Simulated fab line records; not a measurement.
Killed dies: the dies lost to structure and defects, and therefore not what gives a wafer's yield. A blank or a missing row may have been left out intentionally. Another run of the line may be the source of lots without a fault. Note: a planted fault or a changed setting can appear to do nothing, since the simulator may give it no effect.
fab line records    flow n5_finfet
record lots=7  wafers=21
route steps=1938 shown BEOL_M1@783 BEOL_M2@851 BEOL_M3@981 BEOL_M4@1059
start_h: hours from the record's first day to the start of the lot's first wafer shown    wait_h: hours elapsed since this lot's preceding step    " as in the row above    L1.1+2: a row that stands for several wafers    - no value present, or no start provided    * or withheld: withheld    < > ~ a bound
route shown NAME@n: a module of which the file shows steps, and the number in the route of the first    usual: mean and standard deviation over wafers with no fault    same: alike in all rows    chamber/n: place in a boat    sites: each site's reading    _std_site: standard deviation across them    _edge_site: mean of outer sites minus mean of inner sites    radius_mm: how far each site lies from the wafer's centre    mask NAME#n: copy n    behind: the tool/chamber that last shaped the wafer    hold: why the lot went on hold/how many hours it stayed there/how the hold came to an end    device: the transistor (n, p or np) that didn't switch    end of line: tests of these same wafers at the route's end    a step given without rows: its recipe and nothing more    killed: count of dies lost to structure and defects at first sort (not the wafer's yield)    map: dies across one wafer; x = killed, . = not, _ = none there
set.NAME: setting as actually run; set.NAME@STEP: the setting as run at that earlier step    model.NAME: the simulator's own value behind a step, which no gauge read
lots with deliberately changed settings; one table per step, one row per wafer
## steps
# step N5_BEOL_M1_EXPOSE_25
# recipe mask_id=V0  na=0.33  source_shape=quasar  sigma_inner=0.2  sigma_outer=0.8  polarization=unpolarized  defocus_nm=5  target_cd_nm=24  dose_mj=63
lot.wafer   tool            chamber  start_h  wait_h  mask  set.dose_mj
L074.2+3+6  euv_scanner-02  0        126.92   -       V0#0  63
L078.4+5+6  euv_scanner-01  0        143.34   -       V0#0  63
L080.1+5    euv_scanner-01  0        153.94   -       V0#0  60.92
L080.6      "               0        "        "       V0#0  63
L081.3+4    euv_scanner-02  0        167.00   -       V0#0  67.53
L081.5      "               0        "        "       V0#0  63
L089.2+4+5  euv_scanner-01  0        211.93   -       V0#0  63
L092.1      euv_scanner-01  0        233.60   -       V0#0  59.96
L092.3+5    "               0        "        "       V0#0  63
L095.1      euv_scanner-01  0        248.06   -       V0#0  63
L095.2+3    "               0        "        "       V0#0  61.51
# step N5_BEOL_M1_PEB_26
# recipe peb_temp_c=100  peb_time_s=60  resist=CAR-EUV
# step N5_BEOL_M1_DEVELOP_27
# recipe develop_time_s=30  developer=TMAH  resist=CAR-EUV  rinse_liquid=surfactant_rinse  dry=air_spin  dev_temp_c=23
# step N5_BEOL_M1_ALD_98
# recipe material=SiO2  target_thk_a=25  temp_c=100  ald_precursor_family=BDEAS  ald_co_reactant=O2-plasma  pulse_time_s=1  co_reactant_pulse_time_s=1  purge_time_s=2  co_reactant_purge_time_s=2  ald_cycles=17  pressure_torr=2
# step N5_BEOL_M1_ETCHBACK_99
# recipe chemistry=CHF3  target=SiO2  target_depth_a=50  time_s=10.4  source_w=215  bias_w=47  Ar_flow_sccm=200  CHF3_flow_sccm=12  ion_energy_ev=100  pressure_mtorr=30
# step N5_BEOL_M1_ETCH_70
# recipe chemistry=N2/H2  target=SOC  target_depth_a=800  overetch_a=160  mask_material=SiARC  temp_c=40  time_s=120  ion_energy_ev=200  pressure_mtorr=30  source_w=840  bias_w=150  n2_flow_sccm=200  h2_flow_sccm=200
lot.wafer  tool         chamber  start_h  wait_h  set.spin_rpm@BEOL_M1_COAT_67  model.etch.depth_nm
L074.2     rie_diel-02  2        127.46   0.0     1500                          60.24
L074.3     "            3        "        "       1500                          60.22
L074.6     "            2        "        "       1500                          60.28
L078.4     rie_diel-01  0        149.10   0.0     1500                          60.16
L078.5     "            2        "        "       1500                          60.13
L078.6     "            1        "        "       1500                          60.21
L080.1     rie_diel-03  3        155.84   0.0     1500                          60.06
L080.5     "            3        "        "       1500                          60.19
L080.6     "            0        "        "       1500                          60.25
L081.3     rie_diel-03  1        174.97   0.0     1500                          60.01
L081.4     "            0        "        "       1354                          63.11
L081.5     "            1        "        "       1354                          63.05
L089.2     rie_diel-02  0        217.86   0.0     1500                          60.1
L089.4     "            3        "        "       1553                          58.85
L089.5     "            2        "        "       1500                          60.15
L092.1     rie_diel-01  3        235.37   0.0     1500                          60.03
L092.3     "            1        "        "       1500                          60.09
L092.5     "            0        "        "       1393                          62.4
L095.1     rie_diel-02  1        250.52   0.0     1500                          59.94
L095.2     "            3        "        "       1500                          59.89
L095.3     "            0        "        "       1500                          59.76
# step N5_BEOL_M1_STRIP_71
# recipe chemistry=N2/H2  temp_c=40  n2_flow_sccm=200  h2_flow_sccm=200  rf_frequency_hz=6e+07
# step N5_BEOL_M1_STRIP_78
# recipe chemistry=N2/H2  temp_c=40  n2_flow_sccm=200  h2_flow_sccm=200  rf_frequency_hz=6e+07
# step N5_BEOL_M1_VIA_ETCH_34
# recipe chemistry=C4F6/O2  target_depth_a=678  mask_material=SOC  pressure_mtorr=15  ion_energy_ev=250  taper_deg=4  time_s=64.4  source_w=350  bias_w=170  Ar_flow_sccm=300  C4F6_flow_sccm=10  O2_flow_sccm=10
lot.wafer  tool         chamber  start_h  wait_h  set.spin_rpm@BEOL_M1_COAT_67  set.dose_mj@BEOL_M1_EXPOSE_25  model.SOC_of_BEOL_M1_COAT_67.thk_nm  model.BEOL_M1.cd_nm
L074.2+6   rie_diel-02  2        127.56   0.0     1500                          63                             52.4                                 18
L074.3     "            3        "        "       1500                          63                             52.4                                 17.8
L078.4     rie_diel-01  0        149.19   0.0     1500                          63                             52.2                                 18.2
L078.5     "            2        "        "       1500                          63                             52                                   18.4
L078.6     "            1        "        "       1500                          63                             52.4                                 18
L080.1     rie_diel-03  3        155.94   0.0     1500                          60.92                          52                                   17
L080.5     "            3        "        "       1500                          60.92                          52                                   17.2
L080.6     "            0        "        "       1500                          63                             52.2                                 17.8
L081.3     rie_diel-03  1        175.07   0.0     1500                          67.53                          52.2                                 19.2
L081.4     "            0        "        "       1354                          67.53                          55.2                                 19.2
L081.5     "            1        "        "       1354                          63                             55.2                                 17.8
L089.2     rie_diel-02  0        217.96   0.0     1500                          63                             52.4                                 18
L089.4     "            3        "        "       1553                          63                             51.2                                 18
L089.5     "            2        "        "       1500                          63                             52.2                                 18.2
L092.1     rie_diel-01  3        235.47   0.0     1500                          59.96                          52                                   17.2
L092.3     "            1        "        "       1500                          63                             52.2                                 18
L092.5     "            0        "        "       1393                          63                             54.4                                 18
L095.1     rie_diel-02  1        250.62   0.0     1500                          63                             52                                   18.2
L095.2     "            3        "        "       1500                          61.51                          52                                   18
L095.3     "            0        "        "       1500                          61.51                          51.8                                 17.4
# step N5_BEOL_M2_EXPOSE_08
# recipe mask_id=M2  na=0.33  source_shape=dipole  sigma_inner=0.369  sigma_outer=0.767  polarization=unpolarized  dose_mj=41.25
lot.wafer   tool            chamber  start_h  wait_h  mask  set.dose_mj
L074.2+3+6  euv_scanner-02  0        132.52   -       M2#0  41.25
L078.4+5+6  euv_scanner-02  0        156.67   -       M2#0  41.25
L080.1+6    euv_scanner-01  0        162.80   -       M2#0  41.25
L080.5      "               0        "        "       M2#0  39.79
L081.3+4    euv_scanner-01  0        180.53   -       M2#0  40.39
L081.5      "               0        "        "       M2#0  41.25
L089.2      euv_scanner-01  0        224.28   -       M2#0  38.19
L089.4+5    "               0        "        "       M2#0  41.25
L092.1+5    euv_scanner-01  0        242.43   -       M2#0  43.32
L092.3      "               0        "        "       M2#0  41.25
L095.1+3    euv_scanner-02  0        256.47   -       M2#0  41.25
L095.2      "               0        "        "       M2#0  39.12
# step N5_BEOL_M2_PEB_09
# recipe peb_temp_c=100  peb_time_s=60  resist=CAR-EUV
# step N5_BEOL_M2_DEVELOP_10
# recipe develop_time_s=30  developer=TMAH  resist=CAR-EUV  rinse_liquid=surfactant_rinse  dry=air_spin  dev_temp_c=23
# step N5_BEOL_M2_CD_MEAS_11
# recipe target_cd_nm=16.79  landing_energy_ev=500  detector=se_inlens  polarity=opening
# usual cd_nm=16.82/0.23
lot.wafer  tool       chamber  start_h  wait_h  set.dose_mj@BEOL_M2_EXPOSE_08  cd_nm
L074.2     cd_sem-01  0        132.65   -       41.25                          16.92
L074.3     "          0        "        "       41.25                          17.20
L074.6     "          0        "        "       41.25                          16.95
L078.4     cd_sem-03  0        156.78   -       41.25                          16.84
L078.5     "          0        "        "       41.25                          16.90
L078.6     "          0        "        "       41.25                          16.44
L080.1     cd_sem-01  0        162.94   -       41.25                          16.33
L080.5     "          0        "        "       39.79                          16.11
L080.6     "          0        "        "       41.25                          16.60
L081.3     cd_sem-02  0        180.65   -       40.39                          16.38
L081.4     "          0        "        "       40.39                          16.45
L081.5     "          0        "        "       41.25                          16.98
L089.2     cd_sem-01  0        224.41   -       38.19                          15.22
L089.4     "          0        "        "       41.25                          16.71
L089.5     "          0        "        "       41.25                          16.54
L092.1     cd_sem-03  0        242.56   -       43.32                          17.92
L092.3     "          0        "        "       41.25                          16.45
L092.5     "          0        "        "       43.32                          17.96
L095.1     cd_sem-01  0        256.60   -       41.25                          16.81
L095.2     "          0        "        "       39.12                          16.04
L095.3     "          0        "        "       41.25                          16.94
# step N5_BEOL_M2_DESCUM_16
# recipe chemistry=O2  time_s=7  source_power_w=50  bias_power_w=20  pressure_mtorr=20  rf_frequency_hz=2.712e+07  temp_c=40  resist=CAR-EUV  o2_flow_sccm=225
# step N5_BEOL_M2_ETCH_74
# recipe chemistry=N2/H2  target=underlayer  target_depth_a=65  mask_material=CAR-EUV  time_s=5.2  ion_energy_ev=200  pressure_mtorr=30  source_w=840  bias_w=150  n2_flow_sccm=200  h2_flow_sccm=200  ends=cleared
lot.wafer   tool         chamber  start_h  wait_h  set.dose_mj@BEOL_M2_EXPOSE_08  model.BEOL_M2.cd_offset_nm
L074.2+3+6  rie_diel-04  0,2,0    132.80   0.0     41.25                          0
L078.4+6    rie_diel-06  1,0      156.94   0.0     41.25                          0
L078.5      "            1        "        "       41.25                          -0.2
L080.1      rie_diel-04  3        163.53   0.0     41.25                          0
L080.5      "            1        "        "       39.79                          -0.8
L080.6      "            2        "        "       41.25                          -0.2
L081.3      rie_diel-06  1        180.80   0.0     40.39                          -0.4
L081.4      "            2        "        "       40.39                          -0.2
L081.5      "            1        "        "       41.25                          0.2
L089.2      rie_diel-06  3        224.56   0.0     38.19                          -1.6
L089.4+5    "            1,0      "        "       41.25                          0
L092.1      rie_diel-04  0        242.72   0.0     43.32                          1
L092.3      "            2        "        "       41.25                          0
L092.5      "            3        "        "       43.32                          1.2
L095.1+3    rie_diel-06  1,3      256.85   0.0     41.25                          0
L095.2      "            2        "        "       39.12                          -1
# step N5_BEOL_M2_ETCH_63
# recipe chemistry=CF4  target=SiARC  target_depth_a=156  mask_material=CAR-EUV  time_s=26  ion_energy_ev=80  pressure_mtorr=40  source_w=545  bias_w=36  Ar_flow_sccm=100  cf4_flow_sccm=100  ends=cleared
lot.wafer   tool         chamber  start_h  wait_h  set.dose_mj@BEOL_M2_EXPOSE_08  model.BEOL_M2.cd_offset_nm
L074.2+3+6  rie_diel-04  0,2,0    132.82   0.0     41.25                          0
L078.4+6    rie_diel-06  1,0      156.95   0.0     41.25                          0
L078.5      "            1        "        "       41.25                          -0.2
L080.1+6    rie_diel-04  3,2      163.55   0.0     41.25                          -0.2
L080.5      "            1        "        "       39.79                          -1
L081.3      rie_diel-06  1        180.82   0.0     40.39                          -0.4
L081.4      "            2        "        "       40.39                          -0.2
L081.5      "            1        "        "       41.25                          0.2
L089.2      rie_diel-06  3        224.58   0.0     38.19                          -1.6
L089.4+5    "            1,0      "        "       41.25                          0
L092.1      rie_diel-04  0        242.74   0.0     43.32                          1
L092.3      "            2        "        "       41.25                          -0.2
L092.5      "            3        "        "       43.32                          1.2
L095.1      rie_diel-06  1        256.87   0.0     41.25                          -0.2
L095.2      "            2        "        "       39.12                          -1
L095.3      "            3        "        "       41.25                          0
# step N5_BEOL_M2_ETCH_64
# recipe chemistry=N2/H2  target=SOC  target_depth_a=750  overetch_a=225  mask_material=SiARC  temp_c=40  time_s=121.9  ion_energy_ev=200  pressure_mtorr=30  source_w=840  bias_w=150  n2_flow_sccm=200  h2_flow_sccm=200
# step N5_BEOL_M2_STRIP_65
# recipe chemistry=N2/H2  temp_c=40  n2_flow_sccm=200  h2_flow_sccm=200  rf_frequency_hz=6e+07
# step N5_BEOL_M2_HM_OPEN_17
# recipe chemistry=Cl2/BCl3  target_depth_a=200  overetch_a=60  target=TiN  mask_material=SOC  ion_energy_ev=150  pressure_mtorr=10  icp_w=1000  bias_w=126  Cl2_flow_sccm=53.25  bcl3_flow_sccm=21.75  Ar_flow_sccm=25
# step N5_BEOL_M2_STRIP_19
# recipe chemistry=O2  power_w=400  temp_c=40  pressure_mtorr=30  rf_frequency_hz=6e+07  bias_power_w=0  overash_fraction=0.2  o2_flow_sccm=225
# step N5_BEOL_M2_CD_MEAS_18
# recipe pitch_nm=36  target_cd_nm=18
# usual cd_nm=18.00/0.24
lot.wafer  tool       chamber  start_h  wait_h  set.dose_mj@BEOL_M2_EXPOSE_08  cd_nm
L074.2     cd_sem-02  -        133.20   0.1     41.25                          18.13
L074.3     "          -        "        "       41.25                          18.35
L074.6     "          -        "        "       41.25                          18.16
L078.4     cd_sem-03  -        157.34   0.1     41.25                          18.05
L078.5     "          -        "        "       41.25                          17.59
L078.6     "          -        "        "       41.25                          18.20
L080.1     cd_sem-02  -        163.93   0.0     41.25                          17.54
L080.5     "          -        "        "       39.79                          17.05
L080.6     "          -        "        "       41.25                          18.01
L081.3     cd_sem-02  -        181.21   0.1     40.39                          17.94
L081.4     "          -        "        "       40.39                          18.08
L081.5     "          -        "        "       41.25                          18.44
L089.2     cd_sem-02  -        225.04   0.1     38.19                          16.64
L089.4     "          -        "        "       41.25                          17.95
L089.5     "          -        "        "       41.25                          17.77
L092.1     cd_sem-02  -        243.12   0.0     43.32                          18.87
L092.3     "          -        "        "       41.25                          18.07
L092.5     "          -        "        "       43.32                          18.92
L095.1     cd_sem-01  -        257.25   0.0     41.25                          18.12
L095.2     "          -        "        "       39.12                          16.74
L095.3     "          -        "        "       41.25                          18.00
# step N5_BEOL_M2_COAT_67
# recipe resist=SOC  temp_c=250  time_s=60  spin_rpm=1500  resist_thk_nm=60
# step N5_BEOL_M2_COAT_68
# recipe resist=SiARC  temp_c=220  time_s=60  spin_rpm=1500  resist_thk_nm=12
# step N5_BEOL_M2_PRECLEAN_42
# recipe chemistry=residue_remover  time_s=60  temp_c=40
# step N5_BEOL_M2_SRD_43
# recipe time_s=30  temp_c=23  rinse_liquid=diw  dry=ipa_marangoni
# step N5_BEOL_M2_CD_MEAS_35
# recipe target_cd_nm=18  target_cd_y_nm=22.2  polarity=opening
# usual cd_nm=18.06/0.25
lot.wafer  tool       chamber  start_h  wait_h  set.dose_mj@BEOL_M2_EXPOSE_08  cd_nm
L074.2     cd_sem-02  -        134.65   0.0     41.25                          17.86
L074.3     "          -        "        "       41.25                          18.03
L074.6     "          -        "        "       41.25                          17.61
L078.4     cd_sem-02  -        159.75   0.0     41.25                          18.24
L078.5     "          -        "        "       41.25                          18.15
L078.6     "          -        "        "       41.25                          17.94
L080.1     cd_sem-03  -        175.67   0.0     41.25                          17.93
L080.5     "          -        "        "       39.79                          17.10
L080.6     "          -        "        "       41.25                          17.43
L081.3     cd_sem-03  -        182.66   0.0     40.39                          18.00
L081.4     "          -        "        "       40.39                          17.75
L081.5     "          -        "        "       41.25                          18.34
L089.2     cd_sem-01  -        232.16   0.0     38.19                          16.37
L089.4     "          -        "        "       41.25                          18.14
L089.5     "          -        "        "       41.25                          18.13
L092.1     cd_sem-01  -        246.45   0.0     43.32                          18.99
L092.3     "          -        "        "       41.25                          17.87
L092.5     "          -        "        "       43.32                          19.25
L095.1     cd_sem-01  -        275.87   0.0     41.25                          17.89
L095.2     "          -        "        "       39.12                          17.29
L095.3     "          -        "        "       41.25                          18.25
# step N5_BEOL_M3_ETCH_41
# recipe chemistry=CH3F/O2  target=SiCN  target_depth_a=299  taper_deg=2  time_s=52.5  ion_energy_ev=120  mask_material=TiN  pressure_mtorr=30  source_w=395  bias_w=75  Ar_flow_sccm=150  CH3F_flow_sccm=30  O2_flow_sccm=20
lot.wafer  tool         chamber  start_h  wait_h  set.target_depth_a  model.etch.depth_nm
L074.2     rie_diel-03  3        -        -       299                 20.17
L074.3     "            1        "        "       299                 19.54
L074.6     "            1        "        "       322.6               21.15
L078.4     rie_diel-02  3        -        -       299                 19.94
L078.5     "            3        "        "       299                 19.83
L078.6     "            0        "        "       299                 19.97
L080.1     rie_diel-02  0        -        -       325.5               21.21
L080.5     "            3        "        "       299                 19.46
L080.6     "            1        "        "       299                 19.7
L081.3     rie_diel-01  2        -        -       299                 20.26
L081.4     "            0        "        "       309.2               20.63
L081.5     "            0        "        "       309.2               20.7
L089.2     rie_diel-03  2        -        -       299                 19.93
L089.4     "            0        "        "       285.4               18.78
L089.5     "            3        "        "       285.4               19.42
L092.1     rie_diel-02  1        -        -       263.3               17.61
L092.3     "            2        "        "       263.3               17.5
L092.5     "            0        "        "       299                 19.7
L095.1     rie_diel-03  1        -        -       299                 19.58
L095.2     "            2        "        "       313.2               20.79
L095.3     "            0        "        "       313.2               20.89
# step N5_BEOL_M4_DESCUM_33
# recipe chemistry=O2  time_s=7  source_power_w=50  bias_power_w=20  pressure_mtorr=20  rf_frequency_hz=2.712e+07  temp_c=40  resist=CAR-EUV  o2_flow_sccm=225
lot.wafer   tool         chamber  start_h  wait_h  set.time_s  model.CAR-EUV_of_BEOL_M4_COAT_22.thk_nm
L074.2      rie_diel-04  2        154.52   0.0     8.503       25.2
L074.3      "            0        "        "       7           26.2
L074.6      "            1        "        "       7           26
L078.4+5+6  rie_diel-05  2,3,0    184.60   0.0     7           26
L080.1+5    rie_diel-06  2,1      191.20   0.0     7           26
L080.6      "            2        "        "       6.107       26.4
L081.3+5    rie_diel-04  0        205.10   0.0     7           26.2
L081.4      "            2        "        "       5.658       26.8
L089.2      rie_diel-06  0        246.27   0.0     5.693       26.6
L089.4      "            1        "        "       7           26
L089.5      "            2        "        "       5.693       26.8
L092.1      rie_diel-05  2        267.30   0.1     7           26.2
L092.3      "            3        "        "       8.275       25.6
L092.5      "            2        "        "       7           26
L095.1+3    rie_diel-06  3,0      294.00   0.0     7           26
L095.2      "            1        "        "       8.243       25.4
# step N5_BEOL_M4_ETCH_77
# recipe chemistry=N2/H2  target=underlayer  target_depth_a=65  mask_material=CAR-EUV  time_s=5.2  ion_energy_ev=200  pressure_mtorr=30  source_w=840  bias_w=150  n2_flow_sccm=200  h2_flow_sccm=200  ends=cleared
# step N5_BEOL_M4_ETCH_69
# recipe chemistry=CF4  target=SiARC  target_depth_a=156  mask_material=CAR-EUV  time_s=26  ion_energy_ev=80  pressure_mtorr=40  source_w=545  bias_w=36  Ar_flow_sccm=100  cf4_flow_sccm=100  ends=cleared
# step N5_BEOL_M4_ALD_98
# recipe material=SiO2  target_thk_a=25  temp_c=100  ald_precursor_family=BDEAS  ald_co_reactant=O2-plasma  pulse_time_s=1  co_reactant_pulse_time_s=1  purge_time_s=2  co_reactant_purge_time_s=2  ald_cycles=17  pressure_torr=2
# step N5_BEOL_M4_ETCHBACK_99
# recipe chemistry=CHF3  target=SiO2  target_depth_a=50  time_s=10.4  source_w=215  bias_w=47  Ar_flow_sccm=200  CHF3_flow_sccm=12  ion_energy_ev=100  pressure_mtorr=30
lot.wafer  tool         chamber  start_h  wait_h  set.time_s@BEOL_M4_DESCUM_33  model.CAR-EUV_of_BEOL_M4_COAT_22.thk_nm
L074.2     rie_diel-04  3        157.22   2.5     8.503                         9.6
L074.3+6   "            2        "        "       7                             10.4
L078.4     rie_diel-05  2        184.93   0.1     7                             10.4
L078.5+6   "            2,3      "        "       7                             10.2
L080.1     rie_diel-06  0        198.61   7.1     7                             10.4
L080.5     "            0        "        "       7                             10.2
L080.6     "            1        "        "       6.107                         10.8
L081.3     rie_diel-05  2        209.92   4.6     7                             10.4
L081.4     "            1        "        "       5.658                         11.2
L081.5     "            0        "        "       7                             10.6
L089.2+5   rie_diel-06  3,1      255.95   9.5     5.693                         11
L089.4     "            1        "        "       7                             10.2
L092.1+5   rie_diel-05  3        278.83   11.3    7                             10.4
L092.3     "            0        "        "       8.275                         9.8
L095.1+3   rie_diel-06  1,3      296.49   2.3     7                             10.2
L095.2     "            0        "        "       8.243                         9.6
# step N5_BEOL_M4_TRENCH_ETCH_37
# recipe chemistry=C4F6/O2  target_depth_a=555.55  target=SiOC  time_s=29.2  ion_energy_ev=250  pressure_mtorr=30  source_w=355  bias_w=185  Ar_flow_sccm=300  C4F6_flow_sccm=10  O2_flow_sccm=10
lot.wafer  tool         chamber  start_h  wait_h  set.time_s  model.etch.depth_nm  model.BEOL_M4.feature_depth_nm
L074.2     rie_diel-04  3        -        -       32.09       62.74                62.8
L074.3     "            2        "        "       29.2        56.4                 56.4
L074.6     "            2        "        "       32.09       61.87                61.8
L078.4     rie_diel-05  2        -        -       29.2        56.54                56.6
L078.5     "            2        "        "       29.2        56.23                56.2
L078.6     "            3        "        "       29.2        54.35                54.4
L080.1     rie_diel-06  0        -        -       29.2        54.7                 54.8
L080.5     "            0        "        "       31.65       59.52                59.6
L080.6     "            1        "        "       29.2        55.35                55.4
L081.3     rie_diel-05  2        -        -       26.47       50.61                50.6
L081.4     "            1        "        "       29.2        55.3                 55.4
L081.5     "            0        "        "       29.2        55.26                55.2
L089.2     rie_diel-06  3        -        -       34.58       67.7                 67.8
L089.4     "            1        "        "       34.58       65.29                65.2
L089.5     "            1        "        "       29.2        55.42                55.4
L092.1     rie_diel-05  3        -        -       29.2        55.92                56
L092.3     "            0        "        "       29.2        54.88                54.8
L092.5     "            3        "        "       29.2        56.13                56.2
L095.1     rie_diel-06  1        -        -       32.56       62.7                 62.6
L095.2     "            0        "        "       32.56       61.9                 61.8
L095.3     "            3        "        "       29.2        57.16                57.2
# step N5_BEOL_M4_ETCH_41
# recipe chemistry=CH3F/O2  target=SiCN  target_depth_a=299  taper_deg=2  time_s=52.5  ion_energy_ev=120  mask_material=TiN  pressure_mtorr=30  source_w=395  bias_w=75  Ar_flow_sccm=150  CH3F_flow_sccm=30  O2_flow_sccm=20
# step N5_BEOL_M4_STRIP_97
# recipe chemistry=N2/H2  time_s=10  power_w=450  temp_c=40  pressure_mtorr=20  rf_frequency_hz=6e+07  bias_power_w=7  n2_flow_sccm=200  h2_flow_sccm=200
# step N5_BEOL_M4_OCD_MEAS_38
# usual trench_depth_nm=55.8/0.8
lot.wafer  tool    chamber  start_h  wait_h  set.time_s@BEOL_M4_TRENCH_ETCH_37  trench_depth_nm
L074.2     ocd-01  -        157.62   -       32.09                              63.2
L074.3     "       -        "        "       29.2                               55.8
L074.6     "       -        "        "       32.09                              61.6
L078.4     ocd-01  -        185.33   -       29.2                               56.4
L078.5     "       -        "        "       29.2                               56.3
L078.6     "       -        "        "       29.2                               54.6
L080.1     ocd-02  -        199.01   -       29.2                               54.8
L080.5     "       -        "        "       31.65                              59.3
L080.6     "       -        "        "       29.2                               55.8
L081.3     ocd-02  -        210.32   -       26.47                              50.7
L081.4     "       -        "        "       29.2                               55.0
L081.5     "       -        "        "       29.2                               54.9
L089.2     ocd-02  -        256.35   -       34.58                              67.8
L089.4     "       -        "        "       34.58                              65.0
L089.5     "       -        "        "       29.2                               55.7
L092.1     ocd-01  -        279.23   -       29.2                               55.7
L092.3     "       -        "        "       29.2                               54.6
L092.5     "       -        "        "       29.2                               55.7
L095.1     ocd-02  -        296.88   -       32.56                              62.7
L095.2     "       -        "        "       32.56                              61.6
L095.3     "       -        "        "       29.2                               57.3
## key
split step=N5_BEOL_M1_EXPOSE_25  setting=dose_mj  stated=63  by=wafer
response step=N5_BEOL_M1_VIA_ETCH_34  reading=model.BEOL_M1.cd_nm  change=+0.19  per=1%  r=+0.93
split step=N5_BEOL_M2_EXPOSE_08  setting=dose_mj  stated=41.25  by=wafer
response step=N5_BEOL_M2_CD_MEAS_11  reading=cd_nm  change=+0.199  per=1%  r=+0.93
response step=N5_BEOL_M2_ETCH_74  reading=model.BEOL_M2.cd_offset_nm  change=+0.211  per=1%  r=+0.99
response step=N5_BEOL_M2_ETCH_63  reading=model.BEOL_M2.cd_offset_nm  change=+0.217  per=1%  r=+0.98
response step=N5_BEOL_M2_CD_MEAS_18  reading=cd_nm  change=+0.189  per=1%  r=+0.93
response step=N5_BEOL_M2_CD_MEAS_35  reading=cd_nm  change=+0.214  per=1%  r=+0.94
split step=N5_BEOL_M3_ETCH_41  setting=target_depth_a  stated=299  by=wafer
response step=N5_BEOL_M3_ETCH_41  reading=model.etch.depth_nm  change=+0.181  per=1%  r=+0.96
split step=N5_BEOL_M4_DESCUM_33  setting=time_s  stated=7  by=wafer
response step=N5_BEOL_M4_DESCUM_33  reading=model.CAR-EUV_of_BEOL_M4_COAT_22.thk_nm  change=-0.0346  per=1%  r=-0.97
response step=N5_BEOL_M4_ETCHBACK_99  reading=model.CAR-EUV_of_BEOL_M4_COAT_22.thk_nm  change=-0.037  per=1%  r=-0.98
split step=N5_BEOL_M4_TRENCH_ETCH_37  setting=time_s  stated=29.2  by=wafer
response step=N5_BEOL_M4_TRENCH_ETCH_37  reading=model.etch.depth_nm  change=+0.554  per=1%  r=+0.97
response step=N5_BEOL_M4_TRENCH_ETCH_37  reading=model.BEOL_M4.feature_depth_nm  change=+0.553  per=1%  r=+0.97
response step=N5_BEOL_M4_OCD_MEAS_38  reading=trench_depth_nm  change=+0.537  per=1%  r=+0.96
split outside_this_file step=N5_BEOL_M1_COAT_67 setting=spin_rpm
# split outside_this_file: this setting was split too, and the file shows its column; the key of that split is in another file
